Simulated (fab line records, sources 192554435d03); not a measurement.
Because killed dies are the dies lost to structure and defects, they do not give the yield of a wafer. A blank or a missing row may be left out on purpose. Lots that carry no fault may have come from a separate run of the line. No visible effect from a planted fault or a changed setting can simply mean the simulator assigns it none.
fab line records	flow n5-finfet
[record] lots = 7	wafers = 21
route steps=1938 shown BEOL_M13@1662 BEOL_M15@1773 PASSIVATION@1922
start-h: hours from the record's first day to the start of the lot's first wafer shown	wait-h: hours from the lot's prior step to this one	" the same as in the row above	L1.1+2: several wafers, shown together as one row	- no value, or no start given	* or withheld: withheld	< > ~ a bound
route shown NAME@n: NAME is a module with steps in the file, n the number in the route of the first one	usual: average and standard deviation across the fault-free wafers	same: alike in all rows	chamber/n: place in a boat	sites: readings site by site	_std_site: their standard deviation	_edge_site: inner sites' mean taken away from outer sites' mean	radius-mm: for every site, how far away it sits from the centre of the wafer	mask NAME#n: copy n	behind: the tool/chamber that last shaped the wafer	hold: cause of the lot's hold/its duration in hours/its outcome	device: names the non-switching transistor (n, p or np)	end of line: the tests these same wafers got at the end of their route	a step with no rows: only its recipe	killed: the dies lost at the first sort to structure and to defects; this is not the yield of the wafer	map: a wafer's dies, x killed, . not, _ none there
set.NAME: the setting the step ran with; set.NAME@STEP: the setting that earlier step ran with	model.NAME: the simulator's own value behind a step, which no gauge read
lots whose settings were changed on purpose; a table a step, a row a wafer
[[steps]]
[step N5_BEOL_M13_COAT_04]
[recipe] spin-rpm = 1625	resist-thk-nm = 400
lot.wafer	tool	chamber	start-h	wait-h	set.spin-rpm	model.coat_of_BEOL_M13_COAT_04.thk-nm
L074.2	litho-track-05	0	-	-	1625	398.4
L074.3	"	0	"	"	1682	393.6
L074.5	"	0	"	"	1682	392
L078.2	litho-track-04	0	-	-	1625	400.2
L078.4+5	"	0	"	"	1625	401
L082.1	litho-track-03	0	-	-	1480	421.2
L082.3	"	0	"	"	1625	400.6
L082.5	"	0	"	"	1625	402.2
L088.3	litho-track-05	0	-	-	1527	414.8
L088.4	"	0	"	"	1625	401
L088.6	"	0	"	"	1625	402.8
L094.1	litho-track-03	0	-	-	1680	392.8
L094.5	"	0	"	"	1680	393.4
L094.6	"	0	"	"	1625	398.6
L095.1	litho-track-03	0	-	-	1472	420.2
L095.2	"	0	"	"	1472	421.2
L095.4	"	0	"	"	1625	400.4
L096.4	litho-track-03	0	-	-	1778	382.8
L096.5+6	"	0	"	"	1625	400.4
[step N5_BEOL_M13_EBR_06]
[recipe] solvent = PGMEA	ebr-width-mm = 1.5
[step N5_BEOL_M13_SOFTBAKE_05]
[recipe] temp-c = 130	time-s = 60
[step N5_BEOL_M13_DESCUM_15]
[recipe] chemistry = O2	time-s = 7.9	source-power-w = 50	bias-power-w = 20	pressure-mtorr = 20	rf-frequency-hz = 2.712e+07	temp-c = 40	o2-flow-sccm = 225
[step N5_BEOL_M13_ETCH_59]
[recipe] chemistry = N2/H2	target = BARC	target-depth-a = 890	overetch-a = 267	time-s = 67.9	ion-energy-ev = 200	pressure-mtorr = 30	source-w = 840	bias-w = 150	n2-flow-sccm = 200	h2-flow-sccm = 200
lot.wafer	tool	chamber	start-h	wait-h	set.spin-rpm@BEOL_M13_COAT_04	model.coat_of_BEOL_M13_COAT_04.thk-nm
L074.2	rie-diel-03	0	237.80	0.0	1625	311.6
L074.3	"	1	"	"	1682	309
L074.5	"	2	"	"	1682	306.6
L078.2	rie-diel-04	3	254.25	0.0	1625	317.6
L078.4	"	1	"	"	1625	319.6
L078.5	"	0	"	"	1625	322.2
L082.1	rie-diel-06	1	283.54	0.0	1480	338
L082.3	"	2	"	"	1625	317.4
L082.5	"	2	"	"	1625	318.4
L088.3	rie-diel-06	2	322.59	0.0	1527	330.4
L088.4	"	1	"	"	1625	317.6
L088.6	"	0	"	"	1625	318.4
L094.1	rie-diel-03	1	351.09	0.0	1680	309
L094.5	"	3	"	"	1680	311.2
L094.6	"	0	"	"	1625	313
L095.1	rie-diel-06	1	358.36	0.0	1472	337
L095.2	"	2	"	"	1472	336.8
L095.4	"	1	"	"	1625	317.2
L096.4	rie-diel-04	0	365.49	0.0	1778	305.2
L096.5	"	0	"	"	1625	323
L096.6	"	1	"	"	1625	318.6
[step N5_BEOL_M13_VIA_ETCH_16]
[recipe] chemistry = C4F8/O2/Ar	target = SiOC	pressure-mtorr = 30	source-w = 3000	bias-w = 700	Ar_flow_sccm = 400	C4F8_flow_sccm = 15	O2_flow_sccm = 8	he-inner-torr = 15	he-outer-torr = 30	target-depth-a = 9217	time-s = withheld	ion-energy-ev = 250	ends = cleared
lot.wafer	tool	chamber	start-h	wait-h	set.spin-rpm@BEOL_M13_COAT_04	model.coat_of_BEOL_M13_COAT_04.thk-nm
L074.2	rie-diel-03	0	237.85	0.0	1625	67.4
L074.3	"	1	"	"	1682	60.4
L074.5	"	2	"	"	1682	54.8
L078.2	rie-diel-04	3	254.30	0.0	1625	76
L078.4	"	1	"	"	1625	68.4
L078.5	"	0	"	"	1625	74.2
L082.1	rie-diel-06	1	283.59	0.0	1480	91.2
L082.3	"	2	"	"	1625	72.4
L082.5	"	2	"	"	1625	74.4
L088.3	rie-diel-06	2	322.64	0.0	1527	82
L088.4	"	1	"	"	1625	65.4
L088.6	"	0	"	"	1625	63.2
L094.1	rie-diel-03	1	351.14	0.0	1680	68.6
L094.5	"	3	"	"	1680	62.4
L094.6	"	0	"	"	1625	64
L095.1	rie-diel-06	1	358.41	0.0	1472	96.2
L095.2	"	2	"	"	1472	97.4
L095.4	"	1	"	"	1625	70.8
L096.4	rie-diel-04	0	365.54	0.0	1778	56
L096.5	"	0	"	"	1625	78.4
L096.6	"	1	"	"	1625	66
[step N5_BEOL_M13_STRIP_63]
[recipe] chemistry = N2/H2	power-w = 1000	temp-c = 250	h2-frac = 0.65	overash-fraction = 0.3	pressure-mtorr = 1000	n2-flow-sccm = 1750	h2-flow-sccm = 3250
[usual] strip-time-to-endpoint-s = 27.4/1.3
lot.wafer	tool	chamber	start-h	wait-h	set.spin-rpm@BEOL_M13_COAT_04	strip-time-to-endpoint-s
L074.2	plasma-asher-02	1	238.09	-	1625	26.9
L074.3	"	0	"	"	1682	24.8
L074.5	"	1	"	"	1682	23.1
L078.2	plasma-asher-01	0	254.54	-	1625	29.4
L078.4	"	1	"	"	1625	27.2
L078.5	"	0	"	"	1625	28.9
L082.1	plasma-asher-01	1	283.83	-	1480	33.8
L082.3	"	1	"	"	1625	28.4
L082.5	"	1	"	"	1625	29.0
L088.3	plasma-asher-02	1	322.90	-	1527	31.2
L088.4	"	0	"	"	1625	26.3
L088.6	"	0	"	"	1625	25.6
L094.1	plasma-asher-01	1	351.38	-	1680	27.3
L094.5	"	1	"	"	1680	25.4
L094.6	"	0	"	"	1625	25.9
L095.1	plasma-asher-02	1	358.65	-	1472	35.2
L095.2	"	0	"	"	1472	35.5
L095.4	"	1	"	"	1625	27.9
L096.4	plasma-asher-01	0	365.79	-	1778	23.5
L096.5	"	0	"	"	1625	30.1
L096.6	"	1	"	"	1625	26.5
[step N5_BEOL_M13_COAT_65]
[recipe] resist = SOC	temp-c = 250	time-s = 60	spin-rpm = 1500	resist-thk-nm = 350
lot.wafer	tool	chamber	start-h	wait-h	set.spin-rpm	model.SOC_of_BEOL_M13_COAT_65.thk-nm
L074.2	litho-track-04	0	238.33	0.0	1500	350.8
L074.3	"	0	"	"	1634	335
L074.5	"	0	"	"	1500	351.2
L078.2	litho-track-03	0	254.78	0.0	1500	349.8
L078.4+5	"	0	"	"	1500	350.2
L082.1	litho-track-04	0	284.07	0.0	1500	352.6
L082.3	"	0	"	"	1392	366
L082.5	"	0	"	"	1500	352.4
L088.3	litho-track-04	0	323.13	0.0	1360	370.4
L088.4	"	0	"	"	1360	369.8
L088.6	"	0	"	"	1500	352.2
L094.1	litho-track-05	0	351.62	0.0	1500	351
L094.5	"	0	"	"	1385	366.4
L094.6	"	0	"	"	1385	365.4
L095.1+2	litho-track-05	0	358.89	0.0	1500	349.8
L095.4	"	0	"	"	1500	350.8
L096.4	litho-track-05	0	366.02	0.0	1500	351.6
L096.5	"	0	"	"	1348	370.4
L096.6	"	0	"	"	1348	369.2
[step N5_BEOL_M15_ILD_DEP_00]
[recipe] material = SiO2	target-thk-a = 16293	temp-c = 400	precursor = TEOS/O2	pressure-torr = 6.5	rf-w = 900	teos-flow-sccm = 161.4	gas = O2	flow-sccm = 2650	time-s = 346.1
lot.wafer	tool	chamber	start-h	wait-h	set.time-s	model.SiO2_of_BEOL_M15_ILD_DEP_00.thk-nm
L074.2	pecvd-01	1	251.31	0.0	346.1	1621
L074.3	"	2	"	"	346.1	1628
L074.5	"	1	"	"	346.1	1644
L078.2	pecvd-01	1	266.76	0.0	346.1	1632
L078.4	"	1	"	"	346.1	1667
L078.5	"	1	"	"	346.1	1659
L082.1	pecvd-03	2	297.25	0.0	315.7	1475
L082.3	"	0	"	"	315.7	1476
L082.5	"	0	"	"	346.1	1640
L088.3	pecvd-01	1	332.06	0.0	304.4	1410
L088.4	"	2	"	"	304.4	1439
L088.6	"	1	"	"	304.4	1415
L094.1	pecvd-03	2	359.78	0.0	346.1	1623
L094.5	"	0	"	"	301.3	1434
L094.6	"	1	"	"	301.3	1414
L095.1	pecvd-04	0	371.01	0.0	305.1	1482
L095.2	"	2	"	"	346.1	1654
L095.4	"	0	"	"	346.1	1713
L096.4	pecvd-01	0	378.49	0.1	371.4	1769
L096.5	"	1	"	"	346.1	1680
L096.6	"	2	"	"	346.1	1654
[step N5_BEOL_M15_THK_MEAS_01]
[recipe] reads = SiO2_of_BEOL_M15_ILD_DEP_00
[usual] M15_ILD_THK = 1635/24
lot.wafer	tool	chamber	start-h	wait-h	set.time-s@BEOL_M15_ILD_DEP_00	M15_ILD_THK[nm]
L074.2	film-metro-01	-	251.67	0.3	346.1	1621
L074.3	"	-	"	"	346.1	1629
L074.5	"	-	"	"	346.1	1643
L078.2	film-metro-02	-	267.12	0.3	346.1	1630
L078.4	"	-	"	"	346.1	1668
L078.5	"	-	"	"	346.1	1659
L082.1	film-metro-02	-	297.50	0.1	315.7	1475
L082.3	"	-	"	"	315.7	1477
L082.5	"	-	"	"	346.1	1640
L088.3	film-metro-02	-	332.31	0.1	304.4	1411
L088.4	"	-	"	"	304.4	1439
L088.6	"	-	"	"	304.4	1415
L094.1	film-metro-02	-	360.03	0.1	346.1	1623
L094.5	"	-	"	"	301.3	1434
L094.6	"	-	"	"	301.3	1413
L095.1	film-metro-01	-	371.26	0.1	305.1	1482
L095.2	"	-	"	"	346.1	1655
L095.4	"	-	"	"	346.1	1715
L096.4	film-metro-01	-	378.64	0.0	371.4	1770
L096.5	"	-	"	"	346.1	1680
L096.6	"	-	"	"	346.1	1654
[step N5_BEOL_M15_EXPOSE_07]
[recipe] mask-id = V14	na = 0.8	source-shape = annular	sigma-inner = 0.5	sigma-outer = 0.8	polarization = unpolarized	attpsm-phase-deg = 180	dose-mj = 41.25
lot.wafer	tool	chamber	start-h	wait-h	mask	set.dose-mj
L074.2+3	krf-scanner-02	0	251.93	-	V14#0	44.1
L074.5	"	0	"	"	V14#0	41.25
L078.2+4+5	krf-scanner-01	0	267.25	-	V14#0	41.25
L082.1+3+5	krf-scanner-02	0	297.63	-	V14#0	41.25
L088.3+4+6	krf-scanner-02	0	332.45	-	V14#0	41.25
L094.1+5	krf-scanner-02	0	360.16	-	V14#0	41.25
L094.6	"	0	"	"	V14#0	42.96
L095.1+4	krf-scanner-01	0	371.52	-	V14#0	39.57
L095.2	"	0	"	"	V14#0	41.25
L096.4+5	krf-scanner-02	0	378.91	-	V14#0	39.85
L096.6	"	0	"	"	V14#0	41.25
[step N5_BEOL_M15_PEB_08]
[recipe] peb-temp-c = 130	peb-time-s = 90
[step N5_BEOL_M15_DEVELOP_09]
[recipe] develop-time-s = 45	rinse-liquid = diw	dry = air-spin	dev-temp-c = 21
[step N5_BEOL_M15_HARDBAKE_14]
[recipe] temp-c = 130	time-s = 120
[step N5_BEOL_M15_CD_MEAS_10]
[recipe] target-cd-nm = 360	landing-energy-ev = 500	detector = se-inlens	polarity = opening
[usual] cd-nm = 360.2/2.5
lot.wafer	tool	chamber	start-h	wait-h	set.dose-mj@BEOL_M15_EXPOSE_07	cd-nm
L074.2	cd-sem-03	0	252.10	-	44.1	371.1
L074.3	"	0	"	"	44.1	370.4
L074.5	"	0	"	"	41.25	362.9
L078.2	cd-sem-02	0	267.42	-	41.25	359.0
L078.4	"	0	"	"	41.25	358.2
L078.5	"	0	"	"	41.25	358.0
L082.1	cd-sem-01	0	297.80	-	41.25	357.5
L082.3	"	0	"	"	41.25	359.4
L082.5	"	0	"	"	41.25	359.0
L088.3	cd-sem-01	0	332.62	-	41.25	360.9
L088.4	"	0	"	"	41.25	363.4
L088.6	"	0	"	"	41.25	361.1
L094.1	cd-sem-02	0	360.33	-	41.25	364.2
L094.5	"	0	"	"	41.25	365.0
L094.6	"	0	"	"	42.96	368.5
L095.1	cd-sem-01	0	371.69	-	39.57	352.2
L095.2	"	0	"	"	41.25	362.4
L095.4	"	0	"	"	39.57	353.2
L096.4	cd-sem-03	0	379.07	-	39.85	352.2
L096.5	"	0	"	"	39.85	351.2
L096.6	"	0	"	"	41.25	356.9
[step N5_BEOL_M15_DESCUM_15]
[recipe] chemistry = O2	time-s = 7.9	source-power-w = 50	bias-power-w = 20	pressure-mtorr = 20	rf-frequency-hz = 2.712e+07	temp-c = 40	o2-flow-sccm = 225
[step N5_BEOL_M15_ETCH_59]
[recipe] chemistry = N2/H2	target = BARC	target-depth-a = 890	overetch-a = 267	time-s = 67.9	ion-energy-ev = 200	pressure-mtorr = 30	source-w = 840	bias-w = 150	n2-flow-sccm = 200	h2-flow-sccm = 200
[step N5_BEOL_M15_VIA_ETCH_16]
[recipe] chemistry = C4F8/O2/Ar	target = SiO2	he-inner-torr = 15	he-outer-torr = 30	target-depth-a = 17922	time-s = withheld	ion-energy-ev = 800	pressure-mtorr = 20	source-w = 1905	bias-w = 2040	Ar_flow_sccm = 400	C4F8_flow_sccm = 16	O2_flow_sccm = 12	ends = cleared
lot.wafer	tool	chamber	start-h	wait-h	set.time-s@BEOL_M15_ILD_DEP_00	model.etch.depth-nm	model.coat_of_BEOL_M15_COAT_04.thk-nm
L074.2	rie-diel-04	1	252.42	0.0	*	1621	339.8
L074.3	"	0	"	"	*	1628	333.4
L074.5	"	2	"	"	*	1644	337
L078.2	rie-diel-06	0	267.59	0.0	*	1632	333.4
L078.4	"	1	"	"	*	1667	322.4
L078.5	"	3	"	"	*	1659	338.8
L082.1	rie-diel-06	2	297.98	0.0	*	1475	371.8
L082.3	"	0	"	"	*	1476	366.2
L082.5	"	1	"	"	*	1640	327.4
L088.3	rie-diel-06	0	332.79	0.0	*	1410	385.2
L088.4	"	1	"	"	*	1439	380
L088.6	"	3	"	"	*	1415	395
L094.1	rie-diel-03	3	360.51	0.0	*	1623	337.6
L094.5	"	1	"	"	*	1434	379.6
L094.6	"	2	"	"	*	1414	382.4
L095.1	rie-diel-06	1	371.86	0.0	*	1482	367
L095.2	"	2	"	"	*	1654	332.6
L095.4	"	0	"	"	*	1713	316.4
L096.4	rie-diel-03	0	379.36	0.1	*	1769	308
L096.5	"	1	"	"	*	1680	323.4
L096.6	"	2	"	"	*	1654	330
[step N5_PASSIVATION_PEB_42]
[recipe] peb-temp-c = withheld	peb-time-s = *
lot.wafer	tool	chamber	start-h	wait-h	set.peb-time-s
L074.2+3	litho-track-02	0	265.59	0.0	*
L074.5	"	0	"	"	*
L078.2+4+5	litho-track-02	0	283.44	0.0	*
L082.1+5	litho-track-01	0	315.62	0.1	*
L082.3	"	0	"	"	*
L088.3+4+6	litho-track-02	0	348.14	0.0	*
L094.1+5	litho-track-04	0	378.09	0.1	*
L094.6	"	0	"	"	*
L095.1	litho-track-02	0	391.98	0.1	*
L095.2+4	"	0	"	"	*
L096.4+5	litho-track-04	0	392.02	0.0	*
L096.6	"	0	"	"	*
[[key]]
[split] step = N5_BEOL_M13_COAT_04	setting = spin-rpm	stated = 1625	by = wafer
[response] step = N5_BEOL_M13_COAT_04	reading = model.coat_of_BEOL_M13_COAT_04.thk-nm	change = -2.05	per = 1%	r = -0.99
[response] step = N5_BEOL_M13_ETCH_59	reading = model.coat_of_BEOL_M13_COAT_04.thk-nm	change = -1.92	per = 1%	r = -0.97
[response] step = N5_BEOL_M13_VIA_ETCH_16	reading = model.coat_of_BEOL_M13_COAT_04.thk-nm	change = -2.18	per = 1%	r = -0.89
[response] step = N5_BEOL_M13_STRIP_63	reading = strip-time-to-endpoint-s	change = *	per = 1%	r = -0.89
[split] step = N5_BEOL_M13_COAT_65	setting = spin-rpm	stated = 1500	by = wafer
[response] step = N5_BEOL_M13_COAT_65	reading = model.SOC_of_BEOL_M13_COAT_65.thk-nm	change = -1.86	per = 1%	r = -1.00
[split] step = N5_BEOL_M15_ILD_DEP_00	setting = time-s	stated = 346.1	by = wafer
[response] step = N5_BEOL_M15_ILD_DEP_00	reading = model.SiO2_of_BEOL_M15_ILD_DEP_00.thk-nm	change = +16.3	per = 1%	r = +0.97
[response] step = N5_BEOL_M15_THK_MEAS_01	reading = M15_ILD_THK	change = +16.4	per = 1%	r = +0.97
[response] step = N5_BEOL_M15_VIA_ETCH_16	reading = model.etch.depth-nm	change = +16.3	per = 1%	r = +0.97
[response] step = N5_BEOL_M15_VIA_ETCH_16	reading = model.coat_of_BEOL_M15_COAT_04.thk-nm	change = -3.57	per = 1%	r = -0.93
[split] step = N5_BEOL_M15_EXPOSE_07	setting = dose-mj	stated = 41.25	by = wafer
[response] step = N5_BEOL_M15_CD_MEAS_10	reading = cd-nm	change = +1.38	per = 1%	r = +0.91
[split] step = N5_PASSIVATION_PEB_42	setting = peb-time-s	stated = *	by = wafer
response none in this file
